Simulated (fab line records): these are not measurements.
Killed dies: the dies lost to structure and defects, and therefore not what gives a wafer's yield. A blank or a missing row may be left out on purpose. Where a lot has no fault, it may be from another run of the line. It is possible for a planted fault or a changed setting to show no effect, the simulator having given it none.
fab line records | flow nand_harc | part 2 of 2: steps 34 to 39 of 39
[record] lots = 5 | wafers = 15 | last_day = 33
route steps=1302 shown A_STAIRCASE@748
lots untouched by any fault: they come from a run of this same line in which no faults occurred
start_h: hours from the record's first day to the start of the lot's first wafer shown | wait_h: how many hours have passed since the lot's step before this one | " the same as in the row above | L1.1+2: a single row standing in for several wafers | - either no value or no given start | * or withheld: withheld | < > ~ a bound
route shown NAME@n: a module of which the file shows steps, and the number in the route of the first | usual: average and standard deviation across the fault-free wafers | same: alike in all rows | chamber/n: place in a boat | sites: each site's reading | _std_site: standard deviation of those values | _edge_site: mean of outer sites minus mean of inner sites | radius_mm: for every site, how far away it sits from the centre of the wafer | mask NAME#n: copy n | behind: the most recent tool/chamber to have shaped the wafer | hold: why the lot was held/for how many hours/how that ended | device: the transistor (n, p or np) that didn't switch | end of line: the route-end tests of the same wafers | a step given without rows: its recipe and nothing more | killed: at the first sort, the dies lost to defects and structure; wafer yield is something else | map: dies across one wafer; x = killed, . = not, _ = none there
set.NAME: the setting as run; set.NAME@STEP: as run at that earlier step | model.NAME: the simulator's own value behind a step, which no gauge read
lots at some steps of the route; a table a step, a row a wafer
services: from which hour (start_h, from the record's first day; less than 0 if before it) a tool's chamber was out of use, for how many hours, and why
[[steps]]
[step NHARC_A_STAIRCASE_DESCUM_270]
[recipe] time_s = 3 | o2_flow_sccm = 200 | ar_flow_sccm = 0 | bias_power_w = 0 | chemistry = O2
[usual] drypump_motor_current_A = 5.6/0.4 | oes_product_au = 1.001/0.008 | rf_vpp_V = 57.7/0.92 | showerhead_plenum_p_Torr = 1.88/0.078 | throttle_valve_pct = 11.311/0.0098
lot.wafer | tool        | chamber | start_h | wait_h | drypump_motor_current_A | oes_product_au | rf_hours_counter_h | rf_vpp_V | showerhead_plenum_p_Torr | throttle_valve_pct
L076.2    | rie_diel-13 | 3       | 394.99  | -      | 5.4                     | 1.004          | 8                  | 57.6     | 1.78                     | 11.316
L076.3    | "           | 0       | "       | "      | 6.0                     | 0.998          | 8                  | 56.6     | 1.85                     | 11.326
L076.5    | "           | 3       | "       | "      | 5.5                     | 1.005          | -                  | 58.5     | 1.78                     | 11.322
L087.1    | rie_diel-13 | 1       | 488.93  | -      | 5.9                     | 1.001          | 42                 | 57.2     | 1.95                     | 11.310
L087.3    | "           | 2       | "       | "      | 5.3                     | 1.014          | 42                 | 58.3     | 1.81                     | 11.317
L087.6    | "           | 2       | "       | "      | 5.3                     | 1.008          | -                  | 56.9     | 1.81                     | 11.304
L089.3    | rie_diel-10 | 2       | 517.08  | -      | 5.2                     | 1.001          | 20                 | 57.2     | 1.86                     | 11.311
L089.1    | "           | 3       | "       | "      | 5.5                     | 0.995          | 34                 | 56.5     | 1.79                     | 11.317
L089.4    | "           | 0       | "       | "      | 5.7                     | 0.993          | 32                 | 55.9     | 1.82                     | 11.301
L095.3    | rie_diel-13 | 1       | 591.09  | -      | 5.9                     | 1.002          | 21                 | 58.7     | 1.94                     | 11.308
L095.5    | "           | 1       | "       | "      | 5.9                     | 0.998          | -                  | 58.6     | 1.94                     | 11.297
L095.6    | "           | 2       | "       | "      | 5.3                     | 0.992          | -                  | 58.6     | 1.80                     | 11.321
L097.4    | rie_diel-02 | 2       | 597.50  | -      | 5.4                     | 1.006          | 4                  | 57.9     | 1.89                     | 11.320
L097.3    | "           | 3       | "       | "      | 4.7                     | 1.003          | 4                  | 60.6     | 1.91                     | 11.305
L097.6    | "           | 1       | "       | "      | 6.4                     | 0.991          | -                  | 57.6     | 2.06                     | 11.319
[step NHARC_A_STAIRCASE_ETCH_271]
[recipe] cf4_flow_sccm = 100 | chf3_flow_sccm = 30 | ar_flow_sccm = 0 | rf_w = 500 | bias_w = 200 | chemistry = CF4/CHF3
[usual] cf4_flow_sccm = 99.99/0.29 | drypump_motor_current_A = 5.5/0.39 | oes_product_au = 0.960/0.019 | rf_vpp_V = 369.6/2.2 | showerhead_plenum_p_Torr = 1.55/0.063 | throttle_valve_pct = 16.802/0.0093
lot.wafer | tool        | chamber | start_h | wait_h | cf4_flow_sccm | drypump_motor_current_A | oes_product_au | rf_hours_counter_h | rf_vpp_V | showerhead_plenum_p_Torr | throttle_valve_pct
L076.2    | rie_diel-13 | 3       | 395.07  | 0.1    | 100.16        | 5.4                     | 0.962          | 8                  | 368.0    | 1.47                     | 16.802
L076.3    | "           | 2       | "       | "      | 100.39        | 5.3                     | 0.979          | 7                  | 368.7    | 1.50                     | 16.786
L076.5    | "           | 0       | "       | "      | 99.91         | 6.0                     | 0.968          | -                  | 369.7    | 1.52                     | 16.804
L087.1    | rie_diel-13 | 2       | 489.01  | 0.1    | 99.92         | 5.3                     | 0.979          | 42                 | 369.0    | 1.49                     | 16.817
L087.3    | "           | 1       | "       | "      | 99.37         | 5.9                     | 0.967          | 42                 | 374.5    | 1.60                     | 16.800
L087.6    | "           | 3       | "       | "      | 99.55         | 5.4                     | 0.976          | -                  | 366.1    | 1.47                     | 16.815
L089.3    | rie_diel-10 | 0       | 517.17  | 0.1    | 100.21        | 5.6                     | 0.960          | 32                 | 368.1    | 1.50                     | 16.790
L089.1    | "           | 1       | "       | "      | 100.07        | 5.6                     | 0.978          | 29                 | 370.9    | 1.57                     | 16.816
L089.4    | "           | 2       | "       | "      | 100.07        | 5.2                     | 0.960          | 20                 | 369.1    | 1.53                     | 16.803
L095.3    | rie_diel-13 | 1       | 591.20  | 0.1    | 99.89         | 5.9                     | 0.952          | 21                 | 370.6    | 1.59                     | 16.805
L095.6    | "           | 3       | "       | "      | 99.52         | 5.4                     | 0.992          | -                  | 374.9    | 1.69                     | 16.817
L095.5    | "           | 0       | "       | "      | 100.18        | 6.0                     | 0.998          | -                  | 368.1    | 1.51                     | 16.788
L097.3    | rie_diel-02 | 3       | 597.58  | 0.1    | 99.68         | 4.7                     | 0.972          | 4                  | 369.9    | 1.57                     | 16.804
L097.4    | "           | 0       | "       | "      | 100.34        | 5.2                     | 0.981          | 4                  | 372.7    | 1.61                     | 16.797
L097.6    | "           | 3       | "       | "      | 99.63         | 4.7                     | 0.975          | -                  | 369.1    | 1.57                     | 16.817
[step NHARC_A_STAIRCASE_HM_OPEN_457]
[recipe] o2_flow_sccm = 400 | cos_flow_sccm = 20 | ar_flow_sccm = 0 | rf_w = 500 | bias_w = 300 | chemistry = O2/COS
[usual] drypump_motor_current_A = 5.5/0.39 | oes_product_au = 1.002/0.0078 | rf_vpp_V = 466.1/2.7 | showerhead_plenum_p_Torr = 3.07/0.12 | throttle_valve_pct = 28.330/0.0097
lot.wafer | tool        | chamber | start_h | wait_h | drypump_motor_current_A | oes_product_au | rf_hours_counter_h | rf_vpp_V | showerhead_plenum_p_Torr | throttle_valve_pct
L076.3    | rie_diel-13 | 2       | -       | -      | 5.3                     | 1.004          | 8                  | 464.4    | 2.98                     | 28.320
L076.2    | "           | 3       | "       | "      | 5.4                     | 0.996          | 8                  | 463.4    | 2.92                     | 28.333
L076.5    | "           | 1       | "       | "      | 5.9                     | 0.984          | -                  | 470.1    | 3.19                     | 28.328
L087.3    | rie_diel-13 | 2       | -       | -      | 5.3                     | 1.010          | 42                 | 463.0    | 2.96                     | 28.337
L087.1    | "           | 1       | "       | "      | 5.9                     | 1.004          | 42                 | 468.0    | 3.17                     | 28.319
L087.6    | "           | 3       | "       | "      | 5.4                     | 1.004          | -                  | 461.0    | 2.91                     | 28.323
L089.3    | rie_diel-10 | 2       | -       | -      | 5.2                     | 1.001          | 20                 | 464.8    | 3.04                     | 28.335
L089.1    | "           | 0       | "       | "      | 5.7                     | 0.986          | 32                 | 463.8    | 2.98                     | 28.311
L089.4    | "           | 1       | "       | "      | 5.6                     | 1.004          | 29                 | 465.3    | 3.11                     | 28.333
L095.3    | rie_diel-13 | 1       | -       | -      | 5.9                     | 1.007          | 21                 | 468.6    | 3.16                     | 28.331
L095.5    | "           | 1       | "       | "      | 5.9                     | 1.003          | -                  | 468.5    | 3.16                     | 28.320
L095.6    | "           | 2       | "       | "      | 5.3                     | 0.998          | -                  | 462.2    | 2.95                     | 28.314
L097.4    | rie_diel-02 | 3       | -       | -      | 4.8                     | 1.014          | 4                  | 467.8    | 3.12                     | 28.334
L097.3    | "           | 0       | "       | "      | 5.3                     | 1.003          | 4                  | 468.4    | 3.19                     | 28.321
L097.6    | "           | 3       | "       | "      | 4.7                     | 1.011          | -                  | 468.4    | 3.12                     | 28.340
[step NHARC_A_STAIRCASE_STRIP_458]
[recipe] o2_flow_sccm = 400 | cos_flow_sccm = 20 | ar_flow_sccm = 0 | bias_w = 0 | chemistry = O2/COS
lot.wafer  | tool        | chamber | start_h | wait_h
L076.3+2+5 | rie_diel-13 | 2,3,2   | -       | -
L087.3+1+6 | rie_diel-13 | 1,0,1   | -       | -
L089.4+1+3 | rie_diel-10 | 1,2,3   | -       | -
L095.3+6+5 | rie_diel-13 | 0,0,1   | -       | -
L097.3+4+6 | rie_diel-02 | 0,2,3   | -       | -
[step NHARC_A_STAIRCASE_ETCH_451]
[recipe] target_depth_a = 300 | overetch_a = 30 | time_s = 16.5 | ion_energy_ev = 100 | cf4_flow_sccm = 80 | o2_flow_sccm = 20 | ar_flow_sccm = 0 | rf_w = 300 | bias_w = 100 | chemistry = CF4/O2
[usual] cf4_flow_sccm = 80.01/0.25 | drypump_motor_current_A = 5.6/0.39 | oes_product_au = 1.002/0.0092 | rf_vpp_V = 197.3/1.3 | showerhead_plenum_p_Torr = 1.31/0.056 | throttle_valve_pct = 13.398/0.0091
lot.wafer | tool        | chamber | start_h | wait_h | cf4_flow_sccm | drypump_motor_current_A | oes_product_au | rf_hours_counter_h | rf_vpp_V | showerhead_plenum_p_Torr | throttle_valve_pct
L076.3    | rie_diel-13 | 3       | -       | -      | 79.93         | 5.4                     | 0.988          | 8                  | 196.3    | 1.25                     | 13.407
L076.2    | "           | 0       | "       | "      | 80.08         | 6.1                     | 0.998          | 8                  | 198.3    | 1.29                     | 13.393
L076.5    | "           | 2       | "       | "      | 80.41         | 5.3                     | 1.009          | -                  | 197.4    | 1.27                     | 13.396
L087.3    | rie_diel-13 | 0       | -       | -      | 80.03         | 6.0                     | 0.995          | 40                 | 196.7    | 1.28                     | 13.410
L087.1    | "           | 2       | "       | "      | 79.59         | 5.3                     | 1.001          | 42                 | 196.7    | 1.26                     | 13.376
L087.6    | "           | 1       | "       | "      | 80.52         | 5.9                     | 1.004          | -                  | 199.0    | 1.36                     | 13.396
L089.4    | rie_diel-10 | 3       | -       | -      | 79.88         | 5.5                     | 0.995          | 34                 | 196.5    | 1.25                     | 13.397
L089.1    | "           | 1       | "       | "      | 80.32         | 5.6                     | 1.012          | 29                 | 197.2    | 1.33                     | 13.393
L089.3    | "           | 2       | "       | "      | 79.90         | 5.2                     | 1.001          | 20                 | 198.0    | 1.30                     | 13.389
L095.3    | rie_diel-13 | 2       | -       | -      | 79.95         | 5.3                     | 0.993          | 21                 | 196.4    | 1.26                     | 13.409
L095.5    | "           | 2       | "       | "      | 80.09         | 5.3                     | 0.988          | -                  | 195.7    | 1.26                     | 13.397
L095.6    | "           | 3       | "       | "      | 80.18         | 5.4                     | 1.012          | -                  | 199.3    | 1.44                     | 13.390
L097.3    | rie_diel-02 | 0       | -       | -      | 79.58         | 5.2                     | 1.019          | 4                  | 198.7    | 1.36                     | 13.397
L097.4    | "           | 1       | "       | "      | 79.64         | 6.4                     | 1.009          | 4                  | 200.4    | 1.43                     | 13.408
L097.6    | "           | 0       | "       | "      | 79.92         | 5.3                     | 1.017          | -                  | 199.4    | 1.36                     | 13.408
[step NHARC_A_STAIRCASE_ETCH_273]
[recipe] target_depth_a = 1.02e+05 | time_s = 2468.6 | ion_energy_ev = 800 | c4f8_flow_sccm = 80 | o2_flow_sccm = 60 | ar_flow_sccm = withheld | rf_w = 600 | bias_w = 3000 | chemistry = C4F8/O2/Ar
[usual] oes_product_au = 0.940/0.012 | rf_vpp_V = 1822/10
lot.wafer | tool        | chamber | start_h | wait_h | oes_product_au | rf_hours_counter_h | rf_vpp_V
L076.2    | rie_diel-13 | 3       | -       | -      | 0.956          | 8                  | 1809
L076.3    | "           | 2       | "       | "      | 0.947          | 8                  | 1815
L076.5    | "           | 3       | "       | "      | 0.957          | -                  | 1811
L087.3    | rie_diel-13 | 0       | -       | -      | 0.951          | 40                 | 1818
L087.1    | "           | 2       | "       | "      | 0.943          | 42                 | 1812
L087.6    | "           | 0       | "       | "      | 0.958          | -                  | 1816
L089.4    | rie_diel-10 | 3       | -       | -      | 0.943          | 35                 | 1812
L089.3    | "           | 0       | "       | "      | 0.935          | 32                 | 1813
L089.1    | "           | 1       | "       | "      | 0.951          | 29                 | 1827
L095.3    | rie_diel-13 | 3       | -       | -      | 0.948          | 23                 | 1846
L095.6    | "           | 3       | "       | "      | 0.934          | -                  | 1845
L095.5    | "           | 0       | "       | "      | 0.947          | -                  | 1817
L097.3    | rie_diel-02 | 1       | -       | -      | 0.941          | 5                  | 1844
L097.4    | "           | 0       | "       | "      | 0.956          | 4                  | 1832
L097.6    | "           | 2       | "       | "      | 0.953          | -                  | 1824
[[services]]
tool            | chamber | start_h | hours | kind
plasma_asher-01 | -       | 359.11  | 8.5   | repair
rie_diel-02     | 2       | 360.98  | 4.4   | repair
wet_bench-06    | -       | 369.65  | 8.0   | pm
rie_diel-13     | -       | 375.05  | 0.7   | repair
rie_diel-02     | -       | 393.83  | 9.0   | pm
wet_bench-04    | -       | 403.20  | 8.0   | pm
rie_diel-10     | -       | 420.03  | 9.0   | pm
litho_track-07  | -       | 426.00  | 7.0   | pm
rie_diel-02     | 2       | 432.93  | 5.3   | repair
rie_diel-10     | 2       | 441.16  | 33.4  | repair
litho_track-03  | -       | 450.00  | 7.0   | pm
litho_track-05  | -       | 474.00  | 7.0   | pm
rie_diel-02     | 2       | 477.98  | 4.5   | repair
rie_diel-02     | 2       | 488.79  | 12.6  | repair
plasma_asher-01 | -       | 490.20  | 1.0   | repair
rie_diel-02     | 0       | 499.98  | 5.0   | repair
plasma_asher-01 | -       | 519.05  | 9.0   | pm
rie_diel-13     | -       | 521.23  | 9.0   | pm
wet_bench-06    | -       | 545.65  | 8.0   | pm
wet_bench-06    | -       | 564.03  | 3.2   | repair
rie_diel-02     | -       | 570.85  | 9.0   | pm
wet_bench-04    | -       | 579.20  | 8.0   | pm
rie_diel-13     | 0       | 585.30  | 4.4   | repair
rie_diel-10     | -       | 597.03  | 9.0   | pm
